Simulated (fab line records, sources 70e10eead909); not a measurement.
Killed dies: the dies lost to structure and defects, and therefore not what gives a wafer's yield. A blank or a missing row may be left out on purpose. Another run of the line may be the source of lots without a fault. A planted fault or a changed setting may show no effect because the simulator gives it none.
Matching of chambers ; flow nand harc ; 4 sister chambers for NHARC_P_CONTACT_ETCH_35 on rie diel-07
The step etches the open film in CF4, target depth 39 nm, time 65 s. 8 wafers are shown with their chamber, then 8 later ones without.

EACH WAFER AND ITS CHAMBER
wafer;chamber;rf vpp V (V);oes product au (a.u.)
L085.2;1;150.6;1.001
L085.4;0;150.3;1.003
L086.4;2;153.6;1.022
L086.6;3;151.6;1.005
L088.2;1;148.4;0.996
L088.3;0;151.6;0.993
L088.5;3;148.8;0.991
L091.1;2;152.6;1.000

WAFERS WITH NO CHAMBER GIVEN
wafer;rf vpp V (V);oes product au (a.u.)
L091.3;151.5;0.987
L091.4;151.7;0.997
L093.3;152.1;0.991
L093.5;150.5;0.998
L093.6;151.9;0.992
L095.2;151.1;0.994
L095.5;152.2;0.988
L095.6;152.2;0.987

CHAMBER TAKEN BY EACH
wafer;from the rows above;in truth
L091.3;can't be placed: 0 or 3 or 1 or 2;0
L091.4;can't be placed: 0 or 3 or 1 or 2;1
L093.3;can't be placed: 0 or 3 or 1 or 2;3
L093.5;can't be placed: 3 or 0 or 1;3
L093.6;can't be placed: 0 or 3 or 1 or 2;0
L095.2;can't be placed: 0 or 3 or 1 or 2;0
L095.5;can't be placed: 0 or 3 or 1 or 2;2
L095.6;can't be placed: 0 or 3 or 1 or 2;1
0 of 8 placed correctly. From these rows, 8 cannot be placed; in 8 the true chamber is one of the candidates. Number placed wrongly: 0.
How it was worked out, from the rows above alone: a wafer's distance from a chamber is the root of the sum, over the readings, of the square of ((its reading less the chamber's mean) divided by the reading's scatter). If the next closest chamber is less than 2 further off than the closest, the wafer can't be placed; otherwise it belongs to the closest. For every chamber, the mean is computed from those of its wafers that are shown. The scatter: the root of (the sum of the squares of (reading less its chamber's mean) over the shown wafers, divided by (wafers less chambers)).
